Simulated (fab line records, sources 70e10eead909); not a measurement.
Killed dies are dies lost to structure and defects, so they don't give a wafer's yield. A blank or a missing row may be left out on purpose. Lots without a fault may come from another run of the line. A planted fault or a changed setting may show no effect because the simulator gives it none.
fab line records | flow nand_harc
record lots=24 wafers=72 last_day=34
route steps=1302 shown P_STI@84 P_GATE@204 P_CONTACT@232
lots that met no fault: from a run of the same line without faults
start_h: hours from the record's first day to the start of the lot's first wafer shown | wait_h: hours since the lot's step before | " the same as in the row above | L1.1+2: a row that stands for several wafers | - no value, or no start given | * or withheld: withheld | < > ~ a bound
route shown NAME@n: a module of which the file shows steps, and the number in the route of the first | usual: mean/standard deviation of fault-free wafers | same: alike in all rows | chamber/n: place in a boat | sites: the reading at each site | _std_site: their standard deviation | _edge_site: outer sites' mean less inner sites' | radius_mm: how far each site lies from the wafer's centre | mask NAME#n: copy n | behind: the tool/chamber that last shaped the wafer | hold: why the lot was held/for how many hours/how that ended | device: the transistor (n, p or np) that didn't switch | end of line: the same wafers' tests at the end of the route | a step without rows: its recipe alone | killed: dies lost to structure and defects at the first sort, not the wafer's yield | map: a wafer's dies, x killed, . not, _ none there
set.NAME: the setting as run; set.NAME@STEP: as run at that earlier step | model.NAME: the simulator's own value behind a step, which no gauge read
steps of the route over a sample of lots; a table a step, a row a wafer
services: from which hour (start_h, from the record's first day; less than 0 if before it) a tool's chamber was out of use, for how many hours, and why
## steps
# step NHARC_P_STI_OVL_MEAS_10
# usual overlay_x_nm=-1/6.1 overlay_y_nm=0/6.7
# columns lot.wafer tool chamber start_h wait_h overlay_x_nm overlay_y_nm
L074.1 overlay-02 - 46.73 - 6 10
L074.4 " - " " 6 11
L074.6 " - " " 6 10
L075.3 overlay-02 - 56.65 - -4 6
L075.5 " - " " -5 6
L075.6 " - " " -5 6
L076.3 overlay-01 - 64.23 - 3 -8
L076.5 " - " " 3 -8
L076.6 " - " " 3 -7
L077.2 overlay-01 - 83.50 - -4 7
L077.3 " - " " -4 7
L077.5 " - " " -3 7
L078.4 overlay-02 - 83.66 - 4 4
L078.5 " - " " 5 4
L078.6 " - " " 5 4
L079.1 overlay-01 - 95.73 - -3 6
L079.2 " - " " -3 7
L079.4 " - " " -3 7
L080.1 overlay-02 - 103.70 - -8 7
L080.3 " - " " -8 7
L080.5 " - " " -8 8
L081.1 overlay-01 - 112.41 - -16 1
L081.2 " - " " -16 2
L081.3 " - " " -16 0
L082.1 overlay-02 - 125.21 - 8 -2
L082.3 " - " " 8 -2
L082.5 " - " " 8 -2
L083.2 overlay-02 - 137.01 - 3 1
L083.5 " - " " 3 1
L083.6 " - " " 3 0
L084.3 overlay-01 - 147.52 - -8 -11
L084.4 " - " " -8 -11
L084.5 " - " " -8 -11
L085.3 overlay-01 - 154.92 - 1 2
L085.4 " - " " 1 2
L085.5 " - " " 1 2
L086.2 overlay-02 - 162.63 - -2 6
L086.5 " - " " -2 7
L086.6 " - " " -2 7
L087.1 overlay-02 - 172.64 - 9 -5
L087.2 " - " " 9 -5
L087.4 " - " " 9 -5
L088.3 overlay-02 - 185.58 - 5 7
L088.4 " - " " 5 7
L088.6 " - " " 5 7
L089.2 overlay-02 - 193.90 - -3 -5
L089.3 " - " " -3 -6
L089.6 " - " " -3 -6
L090.1 overlay-02 - 202.31 - -7 -12
L090.2 " - " " -7 -11
L090.3 " - " " -7 -12
L091.1 overlay-01 - 212.63 - 5 -8
L091.2 " - " " 4 -9
L091.3 " - " " 4 -9
L092.1 overlay-02 - 224.90 - 4 0
L092.2 " - " " 3 -1
L092.5 " - " " 3 0
L093.1 overlay-01 - 233.16 - -5 -14
L093.2 " - " " -5 -13
L093.5 " - " " -6 -14
L094.1 overlay-01 - 244.37 - -10 -3
L094.3 " - " " -11 -3
L094.5 " - " " -10 -3
L095.1 overlay-01 - 253.47 - 0 3
L095.2 " - " " 0 3
L095.3 " - " " -1 3
L096.1 overlay-02 - 266.14 - -1 -6
L096.3 " - " " -1 -6
L096.4 " - " " -2 -6
L097.2 overlay-02 - 276.50 - -2 2
L097.5 " - " " -2 2
L097.6 " - " " -2 2
# step NHARC_P_STI_DESCUM_14
# recipe time_s=3 o2_flow_sccm=200 ar_flow_sccm=0 bias_power_w=0 chemistry=O2
# usual drypump_motor_current_A=6.0/0.44 oes_product_au=0.998/0.012 rf_vpp_V=57.7/0.85 showerhead_plenum_p_Torr=1.90/0.07 throttle_valve_pct=11.311/0.0091
# columns lot.wafer tool chamber start_h wait_h drypump_motor_current_A oes_product_au rf_hours_counter_h rf_vpp_V showerhead_plenum_p_Torr throttle_valve_pct
L074.4 rie_diel-12 0 46.93 - 6.8 1.012 9 57.7 1.86 11.328
L074.1 " 3 " " 5.9 1.000 8 58.0 1.90 11.310
L074.6 " 0 " " 6.8 0.993 - 57.8 1.86 11.306
L075.3 rie_diel-02 2 56.84 - 5.7 1.008 1 58.1 1.89 11.311
L075.6 " 0 " " 6.5 0.986 - 57.1 1.84 11.322
L075.5 " 1 " " 6.0 0.994 - 56.5 1.80 11.312
L076.3 rie_diel-13 1 64.42 - 5.7 0.981 2 56.0 1.88 11.304
L076.5 " 3 " " 5.4 0.985 - 58.1 2.01 11.311
L076.6 " 0 " " 6.2 1.008 - 58.5 1.96 11.290
L077.2 rie_diel-12 0 83.67 - 6.8 0.993 11 57.3 1.86 11.310
L077.3 " 3 " " 6.0 1.000 11 56.1 1.90 11.320
L077.5 " 1 " " 6.4 0.998 - 58.7 2.03 11.311
L078.4 rie_diel-02 1 83.87 - 5.9 1.005 - 57.7 1.80 11.309
L078.5 " 3 " " 5.4 0.996 - 57.6 1.92 11.320
L078.6 " 0 " " 6.5 0.998 - 58.2 1.84 11.315
L079.1 rie_diel-13 2 95.90 - 6.0 0.987 4 56.9 1.81 11.319
L079.4 " 3 " " 5.4 0.988 4 58.0 2.01 11.323
L079.2 " 1 " " 5.7 0.984 4 57.9 1.88 11.315
L080.3 rie_diel-13 3 103.88 - 5.4 0.988 5 57.3 2.01 11.301
L080.1 " 0 " " 6.3 0.999 5 57.4 1.96 11.318
L080.5 " 2 " " 6.0 0.987 - 57.3 1.81 11.288
L081.1 rie_diel-13 1 112.60 - 5.7 0.991 5 58.5 1.88 11.305
L081.2 " 3 " " 5.4 0.996 5 57.7 2.01 11.309
L081.3 " 0 " " 6.2 1.018 5 56.0 1.96 11.312
L082.3 rie_diel-12 2 125.40 - 5.7 1.006 3 56.8 1.92 11.313
L082.1 " 3 " " 6.0 0.993 3 55.9 1.89 11.308
L082.5 " 0 " " 6.8 0.983 - 57.6 1.86 11.305
L083.2 rie_diel-13 2 137.18 - 6.0 0.984 5 57.6 1.81 11.310
L083.5 " 2 " " 6.0 0.990 - 58.1 1.81 11.307
L083.6 " 3 " " 5.4 0.996 - 58.8 2.01 11.298
L084.3 rie_diel-12 2 147.70 - 5.7 0.985 5 57.7 1.92 11.315
L084.5 " 1 " " 6.4 0.990 - 58.9 2.03 11.321
L084.4 " 0 " " 6.8 1.004 - 57.6 1.86 11.328
L085.4 rie_diel-02 1 155.09 - 6.0 1.002 6 57.2 1.80 11.322
L085.3 " 0 " " 6.5 0.995 7 57.8 1.84 11.308
L085.5 " 2 " " 5.7 1.007 - 56.9 1.89 11.307
L086.2 rie_diel-02 2 162.83 - 5.7 1.011 8 57.7 1.89 11.306
L086.6 " 3 " " 5.4 0.997 - 57.4 1.92 11.312
L086.5 " 0 " " 6.5 0.999 - 58.6 1.84 11.305
L087.2 rie_diel-12 2 172.81 - 5.7 0.996 7 57.9 1.92 11.324
L087.1 " 0 " " 6.8 0.984 6 57.2 1.86 11.311
L087.4 " 1 " " 6.4 0.982 8 58.6 2.03 11.318
L088.3 rie_diel-13 1 185.75 - 5.7 1.027 0 57.8 1.88 11.308
L088.4 " 3 " " 5.4 0.964 0 57.9 2.01 11.298
L088.6 " 2 " " 6.0 1.007 - 56.6 1.81 11.307
L089.2 rie_diel-12 3 194.08 - 6.0 0.996 7 56.9 1.89 11.319
L089.3 " 0 " " 6.8 0.988 8 56.9 1.86 11.306
L089.6 " 2 " " 5.7 0.994 - 56.9 1.92 11.305
L090.1 rie_diel-02 0 202.48 - 6.5 1.000 10 56.9 1.84 11.324
L090.3 " 1 " " 6.0 1.007 9 56.6 1.80 11.314
L090.2 " 2 " " 5.7 0.985 10 57.8 1.89 11.315
L091.3 rie_diel-13 1 212.80 - 5.7 1.013 1 56.5 1.88 11.320
L091.1 " 2 " " 6.0 1.000 1 58.0 1.81 11.309
L091.2 " 3 " " 5.4 0.954 2 58.6 2.01 11.300
L092.2 rie_diel-12 3 225.08 - 6.0 1.004 10 57.5 1.89 11.310
L092.1 " 1 " " 6.4 0.995 11 59.0 2.03 11.311
L092.5 " 2 " " 5.7 1.015 - 57.6 1.92 11.315
L093.1 rie_diel-13 1 233.33 - 5.8 1.020 3 57.7 1.88 11.314
L093.2 " 3 " " 5.4 0.968 3 58.6 2.01 11.311
L093.5 " 3 " " 5.4 0.968 - 59.1 2.01 11.334
L094.3 rie_diel-02 3 244.54 - 5.4 1.009 1 57.7 1.92 11.297
L094.1 " 2 " " 5.7 1.008 1 58.0 1.89 11.306
L094.5 " 3 " " 5.4 1.006 - 58.9 1.92 11.315
L095.2 rie_diel-12 3 253.64 - 6.0 1.004 13 57.4 1.89 11.311
L095.3 " 0 " " 6.8 0.995 13 56.1 1.86 11.312
L095.1 " 2 " " 5.7 0.993 14 58.2 1.92 11.300
L096.1 rie_diel-02 3 266.32 - 5.4 0.992 3 58.3 1.92 11.318
L096.4 " 0 " " 6.5 1.003 2 56.6 1.84 11.314
L096.3 " 1 " " 6.0 1.015 2 57.8 1.79 11.303
L097.2 rie_diel-02 2 276.70 - 5.7 0.997 3 57.3 1.89 11.299
L097.5 " 3 " " 5.4 0.997 - 57.2 1.92 11.316
L097.6 " 0 " " 6.5 0.999 - 57.5 1.84 11.310
# step NHARC_P_STI_INSPECT_25
# usual raw_defect_count=219/85
# columns lot.wafer tool chamber start_h wait_h raw_defect_count
L074.1 defect_inspect-01 - 79.19 0.4 206
L074.4 " - " " 157
L074.6 " - " " 130
L075.3 defect_inspect-02 - 84.81 0.4 212
L075.5 " - " " 178
L075.6 " - " " 168
L076.3 defect_inspect-02 - 92.17 0.4 184
L076.5 " - " " 369
L076.6 " - " " 224
L077.2 defect_inspect-01 - 108.84 0.4 229
L077.3 " - " " 136
L077.5 " - " " 133
L078.4 defect_inspect-02 - 108.84 0.4 232
L078.5 " - " " 255
L078.6 " - " " 331
L079.1 defect_inspect-01 - 126.13 0.4 98
L079.2 " - " " 160
L079.4 " - " " 134
L080.1 defect_inspect-01 - 130.91 0.4 376
L080.3 " - " " 182
L080.5 " - " " 240
L081.1 defect_inspect-01 - 145.08 0.4 122
L081.2 " - " " 160
L081.3 " - " " 99
L082.1 defect_inspect-02 - 154.74 0.4 125
L082.3 " - " " 108
L082.5 " - " " 100
L083.2 defect_inspect-01 - 169.06 0.4 274
L083.5 " - " " 126
L083.6 " - " " 338
L084.3 defect_inspect-02 - 176.80 0.4 175
L084.4 " - " " 415
L084.5 " - " " 255
L085.3 defect_inspect-02 - 186.08 0.4 266
L085.4 " - " " 149
L085.5 " - " " 200
L086.2 defect_inspect-01 - 191.22 0.4 180
L086.5 " - " " 378
L086.6 " - " " 192
L087.1 defect_inspect-01 - 200.60 0.4 288
L087.2 " - " " 401
L087.4 " - " " 386
L089.2 defect_inspect-02 - 218.83 0.4 270
L089.3 " - " " 313
L089.6 " - " " 266
L088.3 defect_inspect-01 - 218.83 0.4 233
L088.4 " - " " 126
L088.6 " - " " 299
L090.1 defect_inspect-02 - 230.12 0.4 131
L090.2 " - " " 162
L090.3 " - " " 198
L091.1 defect_inspect-01 - 242.90 0.4 242
L091.2 " - " " 176
L091.3 " - " " 189
L092.1 defect_inspect-02 - 251.09 0.4 327
L092.2 " - " " 346
L092.5 " - " " 212
L093.1 defect_inspect-01 - 264.32 0.4 166
L093.2 " - " " 140
L093.5 " - " " 162
L094.1 defect_inspect-02 - 278.92 0.4 194
L094.3 " - " " 143
L094.5 " - " " 158
L095.1 defect_inspect-01 - 282.78 0.4 327
L095.2 " - " " 479
L095.3 " - " " 389
L096.1 defect_inspect-01 - 292.90 0.4 262
L096.3 " - " " 230
L096.4 " - " " 264
L097.2 defect_inspect-02 - 309.46 0.4 242
L097.5 " - " " 410
L097.6 " - " " 115
# step NHARC_P_GATE_STRIP_113
# recipe power_w=1500 temp_c=110 time_s=740 chemistry=N2/H2
# usual drypump_motor_current_A=6.03/0.13 heater_power_w=88/8.5
# columns lot.wafer tool chamber start_h wait_h drypump_motor_current_A heater_power_w rf_hours_counter_h
L074.1 plasma_asher-02 1 121.20 0.2 6.10 92 2
L074.4 " 0 " " 5.82 73 -
L074.6 " 0 " " 5.83 73 -
L075.3 plasma_asher-01 1 123.94 0.4 6.12 91 -
L075.5 " 1 " " 6.11 88 -
L075.6 " 0 " " 6.05 95 -
L076.3 plasma_asher-02 0 133.59 0.5 5.80 73 -
L076.6 " 1 " " 6.14 92 -
L076.5 " 0 " " 5.81 75 -
L078.4 plasma_asher-01 0 149.95 0.5 6.07 94 -
L078.5 " 1 " " 6.11 92 -
L078.6 " 0 " " 6.09 94 -
L077.2 plasma_asher-02 0 149.99 0.3 5.82 75 8
L077.3 " 1 " " 6.07 93 -
L077.5 " 1 " " 6.07 95 -
L079.2 plasma_asher-02 1 164.75 0.2 6.13 95 11
L079.1 " 0 " " 5.81 73 11
L079.4 " 0 " " 5.80 74 -
L080.1 plasma_asher-01 1 176.08 0.2 6.11 94 0
L080.3 " 0 " " 6.06 90 -
L080.5 " 0 " " 6.05 93 -
L081.2 plasma_asher-01 1 184.88 0.2 6.14 95 2
L081.1 " 0 " " 6.08 87 2
L081.3 " 0 " " 6.06 90 -
L082.1 plasma_asher-01 1 195.68 0.2 6.12 93 4
L082.3 " 1 " " 6.12 95 -
L082.5 " 1 " " 6.12 94 -
L083.2 plasma_asher-02 0 213.68 0.3 5.80 75 21
L083.5 " 1 " " 6.10 94 -
L083.6 " 0 " " 5.77 75 -
L084.4 plasma_asher-01 1 220.24 0.3 6.12 94 -
L084.3 " 0 " " 6.04 89 -
L084.5 " 0 " " 6.07 88 -
L085.4 plasma_asher-01 1 225.11 0.3 6.12 92 -
L085.3 " 0 " " 6.05 92 -
L085.5 " 0 " " 6.06 89 -
L086.2 plasma_asher-01 0 229.73 0.2 6.04 93 11
L086.6 " 0 " " 6.08 93 -
L086.5 " 1 " " 6.12 91 -
L087.1 plasma_asher-02 0 239.41 0.2 5.81 72 28
L087.2 " 1 " " 6.10 93 28
L087.4 " 0 " " 5.79 73 -
L089.2 plasma_asher-02 0 257.47 0.2 5.81 74 31
L089.3 " 1 " " 6.16 97 -
L089.6 " 0 " " 5.82 75 -
L088.4 plasma_asher-01 1 257.88 0.3 6.12 94 -
L088.3 " 0 " " 6.10 93 -
L088.6 " 0 " " 6.09 90 -
L090.2 plasma_asher-01 0 277.67 0.2 6.04 91 21
L090.1 " 1 " " 6.13 93 21
L090.3 " 1 " " 6.12 93 -
L091.1 plasma_asher-02 1 284.74 0.2 6.12 91 2
L091.2 " 0 " " 5.81 73 2
L091.3 " 1 " " 6.10 92 -
L092.2 plasma_asher-01 1 291.65 0.2 6.13 94 24
L092.1 " 0 " " 6.09 92 24
L092.5 " 0 " " 6.08 92 -
L093.2 plasma_asher-02 1 302.43 0.2 6.10 95 5
L093.1 " 0 " " 5.82 72 5
L093.5 " 0 " " 5.81 73 -
L094.1 plasma_asher-01 0 320.42 0.2 6.09 93 31
L094.3 " 0 " " 6.07 90 -
L094.5 " 1 " " 6.11 94 -
L095.2 plasma_asher-02 1 321.55 0.2 6.13 95 8
L095.1 " 0 " " 5.81 72 8
L095.3 " 0 " " 5.83 72 -
L096.1 plasma_asher-02 0 331.87 0.2 5.82 72 10
L096.3 " 0 " " 5.80 70 -
L096.4 " 1 " " 6.16 93 -
L097.2 plasma_asher-02 1 350.61 0.6 6.10 93 16
L097.6 " 0 " " 5.84 72 -
L097.5 " 1 " " 6.12 92 -
# step NHARC_P_CONTACT_CD_MEAS_12
# recipe target_cd_nm=90 landing_energy_ev=500
# usual cd_nm=89.5/0.77
# columns lot.wafer tool chamber start_h wait_h cd_nm
L074.1 cd_sem-01 0 125.34 - 89.7
L074.4 " 0 " " 89.5
L074.6 " 0 " " 89.0
L075.3 cd_sem-02 0 127.85 - 89.2
L075.5 " 0 " " 89.5
L075.6 " 0 " " 89.5
L076.3 cd_sem-03 0 137.40 - 88.4
L076.5 " 0 " " 89.3
L076.6 " 0 " " 89.5
L078.4 cd_sem-03 0 153.74 - 89.5
L078.5 " 0 " " 88.9
L078.6 " 0 " " 89.0
L077.2 cd_sem-01 0 154.14 - 89.5
L077.3 " 0 " " 89.9
L077.5 " 0 " " 90.0
L079.1 cd_sem-01 0 169.20 - 88.6
L079.2 " 0 " " 89.7
L079.4 " 0 " " 89.6
L080.1 cd_sem-02 0 180.58 - 89.3
L080.3 " 0 " " 89.0
L080.5 " 0 " " 87.9
L081.1 cd_sem-01 0 189.05 - 88.8
L081.2 " 0 " " 90.0
L081.3 " 0 " " 89.3
L082.1 cd_sem-01 0 199.73 - 89.6
L082.3 " 0 " " 91.0
L082.5 " 0 " " 90.2
L083.2 cd_sem-03 0 217.71 - 88.9
L083.5 " 0 " " 90.5
L083.6 " 0 " " 89.9
L084.3 cd_sem-02 0 224.14 - 88.5
L084.4 " 0 " " 89.1
L084.5 " 0 " " 88.5
L085.3 cd_sem-03 0 228.91 - 89.6
L085.4 " 0 " " 89.7
L085.5 " 0 " " 88.5
L086.2 cd_sem-03 0 233.90 - 88.4
L086.5 " 0 " " 89.5
L086.6 " 0 " " 89.4
L087.1 cd_sem-01 0 243.59 - 90.0
L087.2 " 0 " " 89.5
L087.4 " 0 " " 90.0
L089.2 cd_sem-03 0 261.58 - 89.3
L089.3 " 0 " " 89.3
L089.6 " 0 " " 88.3
L088.3 cd_sem-03 0 261.97 - 89.0
L088.4 " 0 " " 89.5
L088.6 " 0 " " 90.1
L090.1 cd_sem-01 0 281.81 - 88.9
L090.2 " 0 " " 89.5
L090.3 " 0 " " 89.2
L091.1 cd_sem-03 0 288.88 - 90.0
L091.2 " 0 " " 90.8
L091.3 " 0 " " 90.4
L092.1 cd_sem-03 0 295.68 - 89.3
L092.2 " 0 " " 91.7
L092.5 " 0 " " 89.2
L093.1 cd_sem-02 0 306.58 - 88.0
L093.2 " 0 " " 88.4
L093.5 " 0 " " 88.9
L094.1 cd_sem-03 0 324.45 - 89.2
L094.3 " 0 " " 90.0
L094.5 " 0 " " 91.4
L095.1 cd_sem-02 0 325.57 - 89.5
L095.2 " 0 " " 89.2
L095.3 " 0 " " 90.8
L096.1 cd_sem-02 0 336.04 - 88.4
L096.3 " 0 " " 88.3
L096.4 " 0 " " 89.9
L097.2 cd_sem-03 0 354.70 - 90.3
L097.5 " 0 " " 89.3
L097.6 " 0 " " 89.9
# step NHARC_P_CONTACT_ETCH_31
# recipe target_depth_a=300 time_s=85.7 ion_energy_ev=120 over_etch_frac=1 ch3f_flow_sccm=50 o2_flow_sccm=30 ar_flow_sccm=200 rf_w=500 bias_w=100 chemistry=CH3F/O2
# usual drypump_motor_current_A=5.5/0.51 oes_product_au=0.970/0.023 rf_vpp_V=244.2/1.4 showerhead_plenum_p_Torr=2.44/0.076 throttle_valve_pct=20.662/0.0089
# columns lot.wafer tool chamber start_h wait_h drypump_motor_current_A oes_product_au rf_hours_counter_h rf_vpp_V showerhead_plenum_p_Torr throttle_valve_pct
L074.1 rie_diel-09 1 - - 5.6 0.991 8.7 243.8 2.43 20.655
L074.4 " 2 " " 6.6 0.963 9.0 242.6 2.42 20.667
L074.6 " 0 " " 5.4 0.972 - 244.6 2.40 20.650
L075.3 rie_diel-10 1 - - 5.7 0.988 1.2 243.5 2.43 20.658
L075.6 " 1 " " 5.7 0.983 - 244.4 2.43 20.659
L075.5 " 0 " " 5.7 0.978 - 242.9 2.40 20.688
L076.3 rie_diel-09 3 - - 4.9 0.968 9.5 247.4 2.58 20.671
L076.6 " 1 " " 5.5 1.003 - 244.1 2.43 20.648
L076.5 " 2 " " 6.6 0.999 - 242.7 2.42 20.653
L078.4 rie_diel-09 0 - - 5.4 0.981 0.3 244.6 2.40 20.655
L078.6 " 3 " " 4.9 0.984 - 248.5 2.58 20.655
L078.5 " 0 " " 5.5 0.973 - 244.3 2.40 20.655
L077.2 rie_diel-10 0 - - 5.7 0.965 2.2 244.1 2.40 20.663
L077.3 " 3 " " 4.8 0.964 2.3 244.9 2.52 20.680
L077.5 " 0 " " 5.7 0.954 - 243.2 2.40 20.649
L079.4 rie_diel-06 1 - - 4.8 0.984 0.7 242.5 2.33 20.675
L079.1 " 2 " " 5.7 0.930 0.8 244.0 2.35 20.666
L079.2 " 0 " " 5.4 0.968 0.6 245.9 2.53 20.676
L080.1 rie_diel-09 2 - - 6.6 0.967 1.6 243.3 2.42 20.660
L080.3 " 3 " " 4.9 0.940 2.0 246.6 2.58 20.657
L080.5 " 1 " " 5.5 0.945 - 242.6 2.42 20.657
L081.3 rie_diel-06 2 - - 5.7 0.949 1.4 241.8 2.35 20.656
L081.2 " 3 " " 6.1 0.954 1.1 243.8 2.47 20.669
L081.1 " 0 " " 5.4 0.973 1.4 244.8 2.53 20.664
L082.1 rie_diel-09 2 - - 6.6 0.927 2.9 245.0 2.42 20.649
L082.3 " 0 " " 5.4 0.924 2.8 244.1 2.40 20.663
L082.5 " 1 " " 5.5 0.906 - 245.2 2.42 20.672
L083.2 rie_diel-06 1 - - 4.7 1.008 2.2 241.3 2.33 20.647
L083.6 " 2 " " 5.7 0.958 - 243.3 2.35 20.651
L083.5 " 3 " " 6.1 0.940 - 243.7 2.47 20.649
L084.4 rie_diel-10 2 - - 5.2 0.978 3.3 246.8 2.58 20.662
L084.3 " 1 " " 5.7 0.963 3.9 244.0 2.43 20.672
L084.5 " 3 " " 4.8 0.960 - 245.4 2.52 20.641
L085.3 rie_diel-09 2 - - 6.6 0.957 4.6 242.7 2.42 20.640
L085.4 " 3 " " 4.9 0.928 5.0 245.8 2.58 20.658
L085.5 " 2 " " 6.6 0.964 - 244.8 2.42 20.677
L086.2 rie_diel-06 0 - - 5.4 0.997 3.0 246.1 2.53 20.661
L086.5 " 3 " " 6.1 0.974 - 244.6 2.47 20.670
L086.6 " 0 " " 5.3 0.993 - 246.8 2.53 20.667
L087.1 rie_diel-09 2 - - 6.6 0.980 6.0 243.1 2.42 20.657
L087.2 " 0 " " 5.5 0.982 6.0 242.9 2.39 20.657
L087.4 " 0 " " 5.4 0.986 - 244.1 2.39 20.651
L089.2 rie_diel-10 0 - - 5.7 0.988 0.6 243.3 2.40 20.661
L089.3 " 2 " " 5.2 0.993 0.4 247.4 2.58 20.657
L089.6 " 0 " " 5.7 0.990 - 243.4 2.40 20.673
L088.4 rie_diel-09 0 - - 5.4 0.975 6.6 241.9 2.39 20.666
L088.3 " 2 " " 6.6 1.001 6.7 243.5 2.41 20.664
L088.6 " 1 " " 5.5 0.950 - 243.6 2.42 20.655
L090.3 rie_diel-06 3 - - 6.1 0.985 4.2 243.8 2.47 20.668
L090.1 " 0 " " 5.4 0.992 4.5 245.0 2.53 20.649
L090.2 " 1 " " 4.8 1.009 4.0 242.7 2.33 20.664
L091.1 rie_diel-06 2 - - 5.7 0.936 4.0 242.3 2.35 20.662
L091.3 " 3 " " 6.1 0.962 4.6 243.9 2.47 20.666
L091.2 " 0 " " 5.4 0.971 4.9 245.9 2.53 20.660
L092.2 rie_diel-10 3 - - 4.9 0.987 1.4 246.6 2.52 20.653
L092.1 " 0 " " 5.7 0.973 1.2 244.2 2.40 20.663
L092.5 " 2 " " 5.2 0.983 - 245.5 2.58 20.664
L093.2 rie_diel-10 0 - - 5.7 0.971 1.8 245.2 2.40 20.654
L093.1 " 1 " " 5.7 0.976 1.7 244.0 2.43 20.668
L093.5 " 0 " " 5.7 0.957 - 243.0 2.40 20.658
L094.3 rie_diel-06 0 - - 5.4 0.997 0.4 246.6 2.53 20.674
L094.1 " 1 " " 4.7 0.997 0.3 241.4 2.33 20.656
L094.5 " 1 " " 4.8 1.007 - 241.1 2.33 20.670
L095.3 rie_diel-10 0 - - 5.7 0.948 2.5 243.1 2.40 20.678
L095.1 " 1 " " 5.7 0.946 2.5 243.4 2.43 20.672
L095.2 " 2 " " 5.2 0.956 2.6 245.7 2.58 20.654
L096.1 rie_diel-06 2 - - 5.7 0.960 0.8 241.8 2.35 20.660
L096.4 " 0 " " 5.4 0.974 1.0 244.6 2.53 20.652
L096.3 " 1 " " 4.7 0.985 0.9 243.1 2.33 20.681
L097.2 rie_diel-06 2 - - 5.7 0.962 1.3 241.8 2.35 20.666
L097.6 " 3 " " 6.1 0.986 - 245.4 2.47 20.662
L097.5 " 0 " " 5.3 0.986 - 246.5 2.53 20.673
## services
# columns tool chamber start_h hours kind
rie_diel-09 0 36.53 10.8 repair
rie_diel-02 - 39.70 9.0 pm
rie_diel-12 1 63.39 1.5 repair
rie_diel-13 2 68.47 9.4 repair
rie_diel-13 1 72.75 2.4 repair
rie_diel-02 2 80.34 8.4 repair
rie_diel-12 - 91.74 9.0 pm
plasma_asher-02 - 93.84 9.0 pm
rie_diel-02 1 95.45 10.2 repair
rie_diel-12 0 103.53 5.3 repair
rie_diel-09 1 107.30 3.0 repair
rie_diel-13 2 126.43 9.0 repair
rie_diel-06 3 128.22 14.4 repair
rie_diel-06 - 130.20 9.0 pm
plasma_asher-01 - 165.00 9.0 pm
rie_diel-06 1 218.83 15.4 repair
rie_diel-06 2 260.02 7.1 repair
plasma_asher-02 - 270.84 9.0 pm
plasma_asher-01 - 279.12 4.4 repair
rie_diel-06 2 280.75 4.4 repair
plasma_asher-02 - 289.20 6.4 repair
rie_diel-06 - 307.20 9.0 pm
plasma_asher-02 - 317.74 1.0 repair
plasma_asher-01 - 342.00 9.0 pm
## key
fault none
